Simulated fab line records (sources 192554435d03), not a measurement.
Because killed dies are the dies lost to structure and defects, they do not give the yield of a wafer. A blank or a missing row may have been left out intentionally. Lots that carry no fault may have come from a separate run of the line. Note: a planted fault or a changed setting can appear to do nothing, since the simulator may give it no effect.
fab line records ; flow n5Finfet
[record] lots = 11; wafers = 33; lastDay = 17
route steps=1938 shown ZERO_LAYER@16 WELL_APT@46 PMOS_HMC_CHANNEL_EPI@65 PASSIVATION@1936
lots with no fault: from the same line, run without faults
startH: start of the lot's first displayed wafer, in hours after the record's first day ; waitH: how many hours have passed since the lot's step before this one ; " the same as in the row above ; L1.1+2: a row that stands for several wafers ; - either no value or no given start ; * or withheld: withheld ; < > ~ a bound
route shown NAME@n: names a module that has steps shown in the file, with the first one's number in the route ; usual: mean/standard deviation taken from wafers without a fault ; same: alike in all rows ; chamber/n: place in a boat ; sites: readings site by site ; _std_site: standard deviation across them ; _edge_site: the outer-site mean with the inner-site mean subtracted ; radiusMm: how far each site lies from the wafer's centre ; mask NAME#n: copy n ; behind: the last tool/chamber to shape the wafer ; hold: why the lot went on hold/how many hours it stayed there/how the hold came to an end ; device: names the non-switching transistor (n, p or np) ; end of line: the tests these same wafers got at the end of their route ; for a step that has no rows: nothing shown but its recipe ; killed: count of dies lost to structure and defects at first sort (not the wafer's yield) ; map: a wafer's dies, x killed, . not, _ none there
set.NAME: the setting that was run; set.NAME@STEP: the one run at that earlier step ; model.NAME: the simulator's own value behind a step, which no gauge read
steps of the route over a sample of lots; a table a step, a row a wafer
services: from which hour (startH, from the record's first day; less than 0 if before it) a tool's chamber was out of use, for how many hours, and why
[[steps]]
[step N5_ZERO_LAYER_ETCH_18]
[recipe] chemistry = HBr/Cl2; target = Si; targetDepthA = 1200; timeS = 40; pressureMtorr = 10; icpW = 800; biasW = 75; HBr_flow_sccm = 150; Cl2_flow_sccm = 80
[usual] drypumpMotorCurrentA = 5.9/0.59; mfcCl2Sccm = 79.99/0.27; oesProductAu = 0.998/0.011; throttleValvePct = 36.3/0.43
lot.wafer;tool;chamber;startH;waitH;drypumpMotorCurrentA;mfcCl2Sccm;oesProductAu;rfHoursCounterH;throttleValvePct
L896.1;rieSi-03;1;30.79;0.0;6.6;79.95;1.003;143;36.8
L896.3;rieSi-03;0;30.79;0.0;6.8;79.72;0.991;55;37.4
L896.6;rieSi-03;1;30.79;0.0;6.6;79.62;1.010;-;36.8
L898.3;rieSi-04;1;42.97;0.0;5.1;79.85;1.004;135;36.2
L898.4;rieSi-04;0;42.97;0.0;6.5;80.13;0.993;83;35.7
L898.5;rieSi-04;1;42.97;0.0;5.1;80.00;0.997;-;36.2
L901.2;rieSi-02;3;60.81;0.0;6.2;79.93;0.967;122;36.4
L901.3;rieSi-02;2;60.81;0.0;6.6;80.44;1.003;163;36.6
L901.6;rieSi-02;1;60.81;0.0;5.7;80.15;1.002;-;35.8
L902.1;rieSi-04;1;67.10;0.0;5.1;79.87;0.989;135;36.2
L902.4;rieSi-04;2;67.10;0.0;5.9;80.38;1.001;1;36.6
L902.5;rieSi-04;3;67.10;0.0;5.7;79.34;1.012;-;36.5
L904.2;rieSi-04;1;78.79;0.0;5.1;79.89;1.002;136;36.2
L904.3;rieSi-04;0;78.79;0.0;6.5;79.99;0.996;83;35.7
L904.6;rieSi-04;3;78.79;0.0;5.7;80.33;1.012;-;36.5
L905.1;rieSi-03;0;84.92;0.0;6.8;80.05;0.989;56;37.3
L905.3;rieSi-03;1;84.92;0.0;6.6;80.21;0.999;144;36.8
L905.4;rieSi-03;3;84.92;0.0;5.3;80.48;0.987;45;36.0
L908.2;rieSi-04;3;102.93;0.0;5.7;79.72;1.004;190;36.5
L908.5;rieSi-04;3;102.93;0.0;5.7;79.99;1.009;-;36.5
L908.6;rieSi-04;0;102.93;0.0;6.6;80.11;0.998;-;35.7
L909.2;rieSi-04;0;108.93;0.0;6.5;79.77;0.988;84;35.7
L909.3;rieSi-04;3;108.93;0.0;5.7;79.67;1.015;190;36.5
L909.5;rieSi-04;2;108.93;0.0;5.9;79.36;1.012;-;36.6
L910.1;rieSi-04;1;114.97;0.0;5.1;79.87;1.003;136;36.2
L910.3;rieSi-04;0;114.97;0.0;6.5;79.33;0.998;84;35.7
L910.5;rieSi-04;1;114.97;0.0;5.1;80.13;0.990;-;36.2
L911.2;rieSi-03;3;120.92;0.0;5.4;79.73;0.989;45;36.0
L911.4;rieSi-03;0;120.92;0.0;6.8;80.16;1.006;56;37.4
L911.5;rieSi-03;0;120.92;0.0;6.8;80.09;0.995;-;37.3
L915.1;rieSi-04;0;145.03;0.0;6.5;79.54;0.996;85;35.7
L915.5;rieSi-04;3;145.03;0.0;5.7;79.30;1.014;-;36.5
L915.6;rieSi-04;2;145.03;0.0;5.9;79.78;1.002;-;36.6
[step N5_WELL_APT_DESCUM_30]
[recipe] chemistry = O2; timeS = 7.9; sourcePowerW = 50; biasPowerW = 20; pressureMtorr = 20; rfFrequencyHz = 2.712e+07; tempC = 40; o2FlowSccm = 225
[usual] biasPowerW = 20.00/0.053; drypumpMotorCurrentA = 5.5/0.31; o2FlowSccm = 225.1/0.71; oesProductAu = 0.78/0.086; rfVppV = 242.9/1.2; showerheadPlenumPTorr = 2.07/0.058; throttleValvePct = 20.42/0.24
lot.wafer;tool;chamber;startH;waitH;biasPowerW;drypumpMotorCurrentA;o2FlowSccm;oesProductAu;rfHoursCounterH;rfVppV;showerheadPlenumPTorr;throttleValvePct
L896.1;rieDiel-03;1;33.01;0.0;19.97;5.2;226.5;0.87;61;242.5;2.06;20.41
L896.3;rieDiel-03;3;33.01;0.0;19.93;5.9;225.4;0.79;112;243.5;2.06;20.00
L896.6;rieDiel-03;0;33.01;0.0;20.02;5.1;224.4;0.72;-;244.2;2.17;20.27
L898.3;rieDiel-02;0;45.20;0.0;19.98;5.7;225.9;0.74;165;241.8;1.97;20.39
L898.4;rieDiel-02;3;45.20;0.0;19.93;5.7;225.5;0.71;221;244.6;2.07;20.68
L898.5;rieDiel-02;1;45.20;0.0;20.09;5.2;225.1;0.81;-;241.6;2.03;20.83
L901.2;rieDiel-06;3;63.63;0.0;20.05;5.9;225.1;0.72;174;241.7;2.00;20.61
L901.3;rieDiel-06;1;63.63;0.0;19.94;5.4;225.6;0.67;252;245.4;2.15;20.68
L901.6;rieDiel-06;2;63.63;0.0;19.94;5.5;223.0;0.91;-;245.0;2.12;20.24
L902.1;rieDiel-02;3;69.15;0.1;20.01;5.8;226.2;0.70;231;243.6;2.07;20.70
L902.4;rieDiel-02;1;69.15;0.1;20.08;5.2;224.9;0.80;-;241.8;2.02;20.85
L902.5;rieDiel-02;2;69.15;0.1;20.02;5.7;225.7;0.74;-;242.4;2.06;20.49
L904.2;rieDiel-02;2;80.90;0.0;20.08;5.6;225.7;0.73;174;241.6;2.06;20.51
L904.3;rieDiel-02;1;80.90;0.0;19.97;5.2;223.7;0.78;94;242.0;2.02;20.86
L904.6;rieDiel-02;0;80.90;0.0;19.96;5.7;224.9;0.73;-;242.1;1.97;20.42
L905.1;rieDiel-02;0;87.34;0.0;20.07;5.7;224.5;0.74;178;242.0;1.97;20.43
L905.3;rieDiel-02;2;87.34;0.0;19.99;5.7;224.5;0.73;176;243.4;2.06;20.49
L905.4;rieDiel-02;1;87.34;0.0;20.05;5.2;225.4;0.78;96;241.6;2.02;20.85
L908.2;rieDiel-03;1;105.23;0.0;20.04;5.2;226.1;0.82;87;242.9;2.05;20.46
L908.5;rieDiel-03;1;105.23;0.0;19.98;5.2;224.8;0.83;-;242.6;2.06;20.46
L908.6;rieDiel-03;0;105.23;0.0;20.00;5.1;225.3;0.71;-;243.1;2.17;20.28
L909.2;rieDiel-03;1;111.08;0.0;19.94;5.2;226.5;0.83;89;243.9;2.05;20.47
L909.3;rieDiel-03;3;111.08;0.0;19.99;5.9;224.7;0.77;140;244.2;2.06;20.04
L909.5;rieDiel-03;0;111.08;0.0;20.03;5.1;224.0;0.72;-;245.1;2.16;20.30
L910.1;rieDiel-06;3;117.54;0.0;20.06;5.9;225.4;0.70;199;241.8;1.99;20.62
L910.3;rieDiel-06;2;117.54;0.0;20.09;5.5;225.4;0.86;56;244.5;2.11;20.29
L910.5;rieDiel-06;3;117.54;0.0;19.98;5.9;225.9;0.70;-;242.3;1.99;20.65
L911.2;rieDiel-06;1;123.32;0.0;19.95;5.4;226.1;0.92;17;244.1;2.14;20.29
L911.4;rieDiel-06;2;123.32;0.0;19.97;5.5;226.0;0.86;58;242.5;2.11;20.31
L911.5;rieDiel-06;0;123.32;0.0;19.95;6.0;225.3;0.89;-;241.2;2.04;20.13
L915.1;rieDiel-03;1;147.18;0.0;20.01;5.2;225.2;0.81;101;242.6;2.05;20.49
L915.5;rieDiel-03;3;147.18;0.0;20.04;5.9;225.5;0.75;-;242.1;2.05;20.06
L915.6;rieDiel-03;0;147.18;0.0;19.99;5.1;225.2;0.70;-;243.8;2.16;20.31
[step N5_WELL_APT_IMPLANT_32]
[recipe] species = BF2; energyKev = 50; doseCm2 = 2e+13; tiltDeg = 0; rotationDeg = 0
[usual] beamEnergyKeV = 50.004/0.016; beamOnS = 9.97/0.2
lot.wafer;tool;chamber;startH;waitH;beamEnergyKeV;beamOnS
L896.1;implanter-01;0;33.29;0.1;50.010;9.94
L896.3;implanter-01;0;33.29;0.1;50.009;9.75
L896.6;implanter-01;0;33.29;0.1;50.006;9.91
L898.3;implanter-01;0;45.54;0.1;50.014;10.21
L898.4;implanter-01;0;45.54;0.1;49.984;10.25
L898.5;implanter-01;0;45.54;0.1;49.992;9.80
L901.2;implanter-02;0;63.94;0.1;50.007;10.21
L901.3;implanter-02;0;63.94;0.1;50.028;9.89
L901.6;implanter-02;0;63.94;0.1;50.013;9.81
L902.1;implanter-02;0;69.43;0.1;50.012;10.05
L902.4;implanter-02;0;69.43;0.1;50.009;9.94
L902.5;implanter-02;0;69.43;0.1;49.995;9.86
L904.2;implanter-02;0;81.21;0.1;50.019;10.01
L904.3;implanter-02;0;81.21;0.1;50.016;10.00
L904.6;implanter-02;0;81.21;0.1;50.011;9.65
L905.1;implanter-02;0;87.62;0.1;50.013;9.99
L905.3;implanter-02;0;87.62;0.1;50.025;9.74
L905.4;implanter-02;0;87.62;0.1;50.026;9.93
L908.2;implanter-02;0;105.54;0.1;49.997;10.01
L908.5;implanter-02;0;105.54;0.1;49.998;10.10
L908.6;implanter-02;0;105.54;0.1;49.987;10.14
L909.2;implanter-02;-;111.39;0.1;-;-
L909.3;implanter-02;-;111.39;0.1;-;-
L909.5;implanter-02;-;111.39;0.1;-;-
L910.1;implanter-01;-;117.81;0.1;-;-
L910.3;implanter-01;-;117.81;0.1;-;-
L910.5;implanter-01;-;117.81;0.1;-;-
L911.2;implanter-01;-;123.63;0.1;-;-
L911.4;implanter-01;-;123.63;0.1;-;-
L911.5;implanter-01;-;123.63;0.1;-;-
L915.1;implanter-02;0;147.45;0.1;50.014;9.99
L915.5;implanter-02;0;147.45;0.1;50.007;9.96
L915.6;implanter-02;0;147.45;0.1;49.994;10.01
[step N5_PMOS_HMC_CHANNEL_EPI_CD_MEAS_09]
[recipe] targetCdNm = 237.4; landingEnergyEv = 500; detector = seInlens
[usual] cdNm = 237.4/0.93
lot.wafer;tool;chamber;startH;waitH;cdNm
L896.1;cdSem-02;0;35.23;-;237.9
L896.3;cdSem-02;0;35.23;-;238.0
L896.6;cdSem-02;0;35.23;-;238.3
L898.3;cdSem-02;0;48.12;-;236.8
L898.4;cdSem-02;0;48.12;-;237.2
L898.5;cdSem-02;0;48.12;-;238.0
L901.2;cdSem-02;0;65.74;-;237.4
L901.3;cdSem-02;0;65.74;-;237.4
L901.6;cdSem-02;0;65.74;-;237.1
L902.1;cdSem-03;0;71.34;-;236.3
L902.4;cdSem-03;0;71.34;-;238.9
L902.5;cdSem-03;0;71.34;-;239.1
L904.2;cdSem-03;0;83.14;-;236.4
L904.3;cdSem-03;0;83.14;-;237.6
L904.6;cdSem-03;0;83.14;-;236.4
L905.1;cdSem-03;0;89.53;-;237.4
L905.3;cdSem-03;0;89.53;-;236.9
L905.4;cdSem-03;0;89.53;-;235.9
L908.2;cdSem-02;0;107.57;-;237.9
L908.5;cdSem-02;0;107.57;-;238.3
L908.6;cdSem-02;0;107.57;-;239.7
L909.2;cdSem-01;0;113.63;-;238.1
L909.3;cdSem-01;0;113.63;-;237.0
L909.5;cdSem-01;0;113.63;-;236.3
L910.1;cdSem-01;0;119.69;-;238.6
L910.3;cdSem-01;0;119.69;-;238.2
L910.5;cdSem-01;0;119.69;-;238.8
L911.2;cdSem-02;0;125.29;-;238.0
L911.4;cdSem-02;0;125.29;-;237.6
L911.5;cdSem-02;0;125.29;-;238.3
L915.1;cdSem-03;0;149.50;-;238.4
L915.5;cdSem-03;0;149.50;-;236.9
L915.6;cdSem-03;0;149.50;-;237.9
[step N5_PASSIVATION_PROBE_49]
[usual] killed_at_M0_to_M3 = 34/8.9; killed_at_M4_up = 13/4.6; killedAtContacts = 12/5.5; killedAtFrontEnd = 41/11; killedAtOther = 3.1/2.9; killedDies = 102/16; killedOpen = 66/11; killedShort = 34/7.6
[same] grossDies = 1180; killedAtBackSide = 0
lot.wafer;tool;chamber;startH;waitH;killed_at_M0_to_M3;killed_at_M4_up;killedAtContacts;killedAtFrontEnd;killedAtOther;killedDies;killedOpen;killedShort
L896.1;prober-02;-;281.26;0.0;30;11;13;63;0;117;81;34
L896.3;prober-02;-;281.36;0.1;20;9;11;59;2;101;64;37
L896.6;prober-02;-;281.51;0.3;27;27;12;53;3;122;79;34
L898.3;prober-02;-;290.44;0.1;45;10;16;37;1;109;68;41
L898.4;prober-02;-;290.49;0.2;35;9;19;32;1;96;65;29
L898.5;prober-02;-;290.54;0.2;31;14;7;29;3;84;53;31
L901.2;prober-01;-;314.16;0.1;24;23;34;41;1;123;76;42
L901.3;prober-01;-;314.21;0.1;27;9;26;45;3;110;76;30
L901.6;prober-01;-;314.36;0.3;28;10;16;44;5;103;69;32
L904.2;prober-01;-;326.41;0.1;23;8;9;32;3;75;46;29
L904.3;prober-01;-;326.46;0.1;33;20;6;45;1;105;63;41
L904.6;prober-01;-;326.61;0.3;34;12;9;44;4;103;71;31
L902.1;prober-02;-;332.69;0.0;39;13;21;46;2;121;78;36
L902.4;prober-02;-;332.84;0.2;37;16;15;53;3;124;94;27
L902.5;prober-02;-;332.89;0.2;19;13;10;37;5;84;62;21
L905.1;prober-01;-;346.62;0.0;41;20;19;34;4;118;82;36
L905.3;prober-01;-;346.72;0.1;31;16;10;47;2;106;64;35
L905.4;prober-01;-;346.77;0.2;27;13;13;47;4;104;64;40
L908.2;prober-02;-;358.13;0.1;32;13;15;56;6;122;76;45
L908.5;prober-02;-;358.28;0.2;33;15;8;56;7;119;76;42
L908.6;prober-02;-;358.33;0.3;26;9;4;38;15;92;67;23
L909.2;prober-02;-;362.51;0.1;28;14;13;29;2;86;54;24
L909.3;prober-02;-;362.56;0.1;32;14;7;21;3;77;46;29
L909.5;prober-02;-;362.66;0.2;34;24;7;34;2;101;70;26
L910.1;prober-01;-;374.09;0.0;33;17;10;53;5;118;73;44
L910.3;prober-01;-;374.19;0.1;32;21;4;58;4;119;79;40
L910.5;prober-01;-;374.29;0.2;32;13;15;31;2;93;62;31
L911.2;prober-02;-;374.35;0.1;32;9;10;47;3;101;75;26
L911.4;prober-02;-;374.45;0.2;36;15;10;39;2;102;62;40
L911.5;prober-02;-;374.50;0.2;32;12;6;31;2;83;62;21
L915.1;prober-02;-;405.81;0.0;61;3;19;39;0;122;82;40
L915.5;prober-02;-;406.01;0.2;44;8;8;39;1;100;73;27
L915.6;prober-02;-;406.06;0.3;48;6;9;41;2;106;71;35
// killed by level:class
L896.1 STI_FIN_REVEAL:geometricParticle:open=17 MOL_CONTACT_COAG:geometricParticle:open=10 BEOL_M1:geometricParticle:open=9 FIN_SAQP:geometricParticle:open=7 DUMMY_GATE:geometricParticle:open=7 BEOL_M0_SAQP:geometricParticle:short=7 GATE_CUT:geometricParticle:open=6 BEOL_M4:geometricParticle:open=6
L896.3 FIN_SAQP:geometricParticle:open=18 FIN_SAQP:geometricParticle:short=12 MOL_CONTACT_COAG:geometricParticle:open=8 STI_FIN_REVEAL:geometricParticle:open=6 DUMMY_GATE:geometricParticle:open=6 STARTING-WAFER:geometricParticle:short=6 BEOL_M3:geometricParticle:open=5 BEOL_M1:geometricParticle:open=4
L896.6 MOL_CONTACT_COAG:geometricParticle:open=11 BEOL_M4:geometricParticle:open=11 FIN_SAQP:geometricParticle:short=8 BEOL_M1:geometricParticle:open=8 HKMG_FIN:areaEtch=8 STI_FIN_REVEAL:geometricParticle:open=7 BEOL_M5:geometricParticle:open=7 DUMMY_GATE:geometricParticle:open=6
L898.3 BEOL_M1:geometricParticle:open=16 MOL_CONTACT_COAG:geometricParticle:open=13 GATE_CUT:geometricParticle:short=8 STI_FIN_REVEAL:geometricParticle:open=7 BEOL_M3:geometricParticle:open=7 FIN_SAQP:geometricParticle:open=5 FIN_SAQP:geometricParticle:short=5 BEOL_M0_SAQP:geometricParticle:short=5
L898.4 MOL_CONTACT_COAG:geometricParticle:open=16 BEOL_M3:geometricParticle:open=11 BEOL_M1:geometricParticle:open=11 BEOL_M3:geometricParticle:short=7 FIN_SAQP:geometricParticle:open=5 DUMMY_GATE:geometricParticle:open=5 STARTING-WAFER:geometricParticle:short=5 FIN_SAQP:geometricParticle:short=4
L898.5 FIN_SAQP:geometricParticle:open=6 BEOL_M2:geometricParticle:open=6 STI_FIN_REVEAL:geometricParticle:open=5 DUMMY_GATE:geometricParticle:open=5 BEOL_M0_SAQP:geometricParticle:short=5 BEOL_M1:geometricParticle:open=5 MOL_CONTACT_COAG:geometricParticle:open=4 BEOL_M3:geometricParticle:short=4
L901.2 MOL_CONTACT_COAG:geometricParticle:open=29 FIN_SAQP:geometricParticle:short=11 STI_FIN_REVEAL:geometricParticle:open=7 BEOL_M4:geometricParticle:open=7 BEOL_M0_SAQP:geometricParticle:open=6 GATE_CUT:geometricParticle:short=5 MOL_CONTACT_COAG:geometricParticle:short=5 BEOL_M1:geometricParticle:short=5
L901.3 MOL_CONTACT_COAG:geometricParticle:open=19 FIN_SAQP:geometricParticle:open=8 FIN_SAQP:geometricParticle:short=7 MOL_CONTACT_COAG:geometricParticle:short=7 STI_FIN_REVEAL:geometricParticle:open=6 BEOL_M3:geometricParticle:open=6 BEOL_M1:geometricParticle:open=6 BEOL_M0:geometricParticle:open=5
L901.6 MOL_CONTACT_COAG:geometricParticle:open=12 STI_FIN_REVEAL:geometricParticle:open=9 FIN_SAQP:geometricParticle:open=7 BEOL_M3:geometricParticle:open=6 GATE_CUT:geometricParticle:open=5 BEOL_M2:geometricParticle:short=5 STI_FIN_REVEAL:geometricParticle:short=4 MOL_CONTACT_COAG:geometricParticle:short=4
L904.2 STI_FIN_REVEAL:geometricParticle:open=8 FIN_SAQP:geometricParticle:short=6 BEOL_M0_SAQP:geometricParticle:short=6 BEOL_M2:geometricParticle:open=6 MOL_CONTACT_COAG:geometricParticle:open=5 FIN_SAQP:geometricParticle:open=4 MOL_CONTACT_COAG:geometricParticle:short=4 BEOL_M2:geometricParticle:short=3
L904.3 FIN_SAQP:geometricParticle:short=10 BEOL_M2:geometricParticle:open=10 BEOL_M0_SAQP:geometricParticle:short=9 BEOL_M0_SAQP:geometricParticle:open=8 STI_FIN_REVEAL:geometricParticle:open=7 GATE_CUT:geometricParticle:short=7 BEOL_M4:geometricParticle:open=6 FIN_SAQP:geometricParticle:open=4
L904.6 STI_FIN_REVEAL:geometricParticle:open=16 FIN_SAQP:geometricParticle:open=9 MOL_CONTACT_COAG:geometricParticle:open=8 BEOL_M0_SAQP:geometricParticle:short=8 BEOL_M4:geometricParticle:open=7 BEOL_M0_SAQP:geometricParticle:open=6 FIN_SAQP:geometricParticle:short=4 BEOL_M0:geometricParticle:open=4
L902.1 MOL_CONTACT_COAG:geometricParticle:open=19 FIN_SAQP:geometricParticle:open=11 BEOL_M0_SAQP:geometricParticle:short=11 BEOL_M3:geometricParticle:open=10 BEOL_M4:geometricParticle:open=8 FIN_SAQP:geometricParticle:short=7 HKMG_FIN:areaEtch=7 STI_FIN_REVEAL:geometricParticle:open=6
L902.4 STI_FIN_REVEAL:geometricParticle:open=19 BEOL_M3:geometricParticle:open=16 FIN_SAQP:geometricParticle:open=15 MOL_CONTACT_COAG:geometricParticle:open=12 FIN_SAQP:geometricParticle:short=6 BEOL_M0_SAQP:geometricParticle:open=6 BEOL_M2:geometricParticle:open=5 BEOL_M5:geometricParticle:open=4
L902.5 FIN_SAQP:geometricParticle:short=10 MOL_CONTACT_COAG:geometricParticle:open=10 FIN_SAQP:geometricParticle:open=8 BEOL_M3:geometricParticle:open=7 STI_FIN_REVEAL:geometricParticle:open=5 DUMMY_GATE:geometricParticle:open=5 BEOL_M0_SAQP:geometricParticle:open=4 BEOL_M4:geometricParticle:open=4
L905.1 BEOL_M0_SAQP:geometricParticle:open=15 MOL_CONTACT_COAG:geometricParticle:open=11 BEOL_M4:geometricParticle:open=10 FIN_SAQP:geometricParticle:open=8 MOL_CONTACT_COAG:geometricParticle:short=8 BEOL_M3:geometricParticle:open=7 BEOL_M0_SAQP:geometricParticle:short=6 FIN_SAQP:geometricParticle:short=5
L905.3 FIN_SAQP:geometricParticle:open=11 STI_FIN_REVEAL:geometricParticle:open=11 BEOL_M0_SAQP:geometricParticle:short=11 MOL_CONTACT_COAG:geometricParticle:open=8 BEOL_M0_SAQP:geometricParticle:open=7 HKMG_FIN:areaEtch=7 BEOL_M4:geometricParticle:open=6 STARTING-WAFER:geometricParticle:short=6
L905.4 FIN_SAQP:geometricParticle:short=17 FIN_SAQP:geometricParticle:open=15 MOL_CONTACT_COAG:geometricParticle:open=12 BEOL_M0_SAQP:geometricParticle:open=8 BEOL_M0:geometricParticle:open=7 STI_FIN_REVEAL:geometricParticle:open=6 BEOL_M0_SAQP:geometricParticle:short=5 BEOL_M4:geometricParticle:short=4
L908.2 STI_FIN_REVEAL:geometricParticle:open=15 MOL_CONTACT_COAG:geometricParticle:open=12 DUMMY_GATE:geometricParticle:open=11 BEOL_M0_SAQP:geometricParticle:open=11 BEOL_M0_SAQP:geometricParticle:short=8 FIN_SAQP:geometricParticle:short=6 BEOL_M4:geometricParticle:open=6 STI_FIN_REVEAL:geometricParticle:short=5
L908.5 STI_FIN_REVEAL:geometricParticle:open=16 DUMMY_GATE:geometricParticle:open=8 BEOL_M0_SAQP:geometricParticle:short=8 BEOL_M3:geometricParticle:open=8 FIN_SAQP:geometricParticle:open=7 BEOL_M4:geometricParticle:open=7 GATE_CUT:geometricParticle:short=6 MOL_CONTACT_COAG:geometricParticle:open=5
L908.6 STI_FIN_REVEAL:geometricParticle:open=8 DUMMY_GATE:geometricParticle:open=8 BEOL_M0_SAQP:geometricParticle:open=8 MIM_TOP_ETCH:geometricParticle:short=8 GATE_CUT:geometricParticle:open=7 STARTING-WAFER:geometricParticle:open=5 BEOL_M2:geometricParticle:open=4 GATE_CUT:geometricParticle:short=4
L909.2 MOL_CONTACT_COAG:geometricParticle:open=10 BEOL_M0_SAQP:geometricParticle:open=9 HKMG_FIN:areaEtch=7 BEOL_M0_SAQP:geometricParticle:short=6 BEOL_M4:geometricParticle:open=6 BEOL_M1:geometricParticle:open=5 BEOL_M3:geometricParticle:open=4 STI_FIN_REVEAL:geometricParticle:open=3
L909.3 BEOL_M0_SAQP:geometricParticle:open=9 MOL_CONTACT_COAG:geometricParticle:open=7 BEOL_M0_SAQP:geometricParticle:short=7 BEOL_M4:geometricParticle:open=7 FIN_SAQP:geometricParticle:open=4 BEOL_M3:geometricParticle:open=4 FIN_SAQP:geometricParticle:short=3 BEOL_M1:geometricParticle:open=3
L909.5 BEOL_M4:geometricParticle:open=15 BEOL_M1:geometricParticle:open=11 STI_FIN_REVEAL:geometricParticle:open=7 FIN_SAQP:geometricParticle:open=6 MOL_CONTACT_COAG:geometricParticle:open=6 BEOL_M0_SAQP:geometricParticle:short=6 BEOL_M3:geometricParticle:open=5 GATE_CUT:geometricParticle:short=5
L910.1 FIN_SAQP:geometricParticle:short=14 STI_FIN_REVEAL:geometricParticle:open=12 MOL_CONTACT_COAG:geometricParticle:open=9 FIN_SAQP:geometricParticle:open=8 DUMMY_GATE:geometricParticle:open=7 BEOL_M4:geometricParticle:open=7 BEOL_M0_SAQP:geometricParticle:short=6 BEOL_M0_SAQP:geometricParticle:open=5
L910.3 FIN_SAQP:geometricParticle:short=15 STI_FIN_REVEAL:geometricParticle:open=14 FIN_SAQP:geometricParticle:open=11 BEOL_M0_SAQP:geometricParticle:short=8 BEOL_M0_SAQP:geometricParticle:open=8 BEOL_M1:geometricParticle:open=7 BEOL_M4:geometricParticle:open=6 BEOL_M4:geometricParticle:short=5
L910.5 MOL_CONTACT_COAG:geometricParticle:open=11 GATE_CUT:geometricParticle:short=7 BEOL_M1:geometricParticle:open=7 BEOL_M4:geometricParticle:open=6 DUMMY_GATE:geometricParticle:open=5 BEOL_M0_SAQP:geometricParticle:open=5 BEOL_M2:geometricParticle:open=5 BEOL_M3:geometricParticle:open=5
L911.2 FIN_SAQP:geometricParticle:open=15 BEOL_M1:geometricParticle:open=13 MOL_CONTACT_COAG:geometricParticle:open=10 FIN_SAQP:geometricParticle:short=5 STI_FIN_REVEAL:geometricParticle:open=5 BEOL_M0_SAQP:geometricParticle:open=5 STI_FIN_REVEAL:geometricParticle:short=4 GATE_CUT:geometricParticle:open=4
L911.4 BEOL_M3:geometricParticle:open=9 FIN_SAQP:geometricParticle:short=8 BEOL_M1:geometricParticle:open=8 MOL_CONTACT_COAG:geometricParticle:open=7 GATE_CUT:geometricParticle:open=6 BEOL_M0_SAQP:geometricParticle:short=6 FIN_SAQP:geometricParticle:open=5 GATE_CUT:geometricParticle:short=5
L911.5 FIN_SAQP:geometricParticle:short=11 BEOL_M1:geometricParticle:open=10 BEOL_M3:geometricParticle:open=9 FIN_SAQP:geometricParticle:open=8 MOL_CONTACT_COAG:geometricParticle:open=6 DUMMY_GATE:geometricParticle:open=5 BEOL_M2:geometricParticle:open=4 BEOL_M5:geometricParticle:open=4
L915.1 BEOL_M0_SAQP:geometricParticle:open=16 MOL_CONTACT_COAG:geometricParticle:open=15 FIN_SAQP:geometricParticle:open=13 BEOL_M2:geometricParticle:open=13 BEOL_M0_SAQP:geometricParticle:short=10 FIN_SAQP:geometricParticle:short=6 BEOL_M3:geometricParticle:open=5 STI_FIN_REVEAL:geometricParticle:open=4
L915.5 BEOL_M2:geometricParticle:open=12 BEOL_M3:geometricParticle:open=12 FIN_SAQP:geometricParticle:short=9 FIN_SAQP:geometricParticle:open=9 MOL_CONTACT_COAG:geometricParticle:open=8 BEOL_M0_SAQP:geometricParticle:open=8 BEOL_M0_SAQP:geometricParticle:short=7 STI_FIN_REVEAL:geometricParticle:open=7
L915.6 BEOL_M0_SAQP:geometricParticle:open=14 FIN_SAQP:geometricParticle:open=13 BEOL_M2:geometricParticle:open=12 BEOL_M0_SAQP:geometricParticle:short=7 FIN_SAQP:geometricParticle:short=6 DUMMY_GATE:geometricParticle:open=6 MOL_CONTACT_COAG:geometricParticle:open=6 GATE_CUT:geometricParticle:short=5
[[services]]
tool;chamber;startH;hours;kind
rieSi-04;2;8.97;-;clean
rieSi-04;2;8.97;-;consumableReplace:focusRing
rieSi-04;2;8.97;21.5;scheduledDown
rieSi-04;2;8.97;21.5;ventCycle
rieDiel-02;-;13.59;0.5;repair
rieDiel-03;2;30.85;-;clean
rieDiel-03;2;30.85;-;consumableReplace:focusRing
rieDiel-03;2;30.85;13.2;scheduledDown
rieDiel-03;2;30.85;13.2;ventCycle
rieDiel-06;2;33.31;9.9;repair
rieDiel-03;-;61.54;5.7;repair
implanter-01;-;63.43;3.2;pm
implanter-01;-;66.64;11.2;pm
rieDiel-02;0;68.45;6.2;repair
rieDiel-02;-;91.15;2.8;pm
rieDiel-06;0;91.22;16.7;repair
rieSi-03;-;109.71;0.8;repair
rieDiel-02;1;112.26;2.7;repair
rieDiel-02;3;116.22;-;clean
rieDiel-02;3;116.22;-;consumableReplace:focusRing
rieDiel-02;3;116.22;31.6;scheduledDown
rieSi-02;0;122.37;3.4;repair
rieSi-03;1;134.50;7.3;repair
rieDiel-06;3;143.16;8.3;repair
[[key]]
[firstSign] step = N5_WELL_APT_IMPLANT_32; reading = toolRecord; direction = missing
effect none on later readings
metAt N5_WELL_APT_IMPLANT_32
struckLots L909,L910,L911
testerLeftOut L909,L910,L911
notActingAt N5_ZERO_LAYER_ETCH_18,N5_WELL_APT_DESCUM_30,N5_PMOS_HMC_CHANNEL_EPI_CD_MEAS_09
onsetBetween 105.54 111.39
[fault] kind = skippedStepWhole; tool = implanter-01,implanter-02; chamber = -; onsetH = 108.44; steps = N5_WELL_APT_IMPLANT_32; scope = struckLotsOnly
// testerLeftOut: of these lots the tester's yield and bins aren't shown, on N5 and GAA mostly nor the transistor test; their killed dies are dies lost to structure and defects alone, not to doping, threshold or leakage, so they don't give the yield
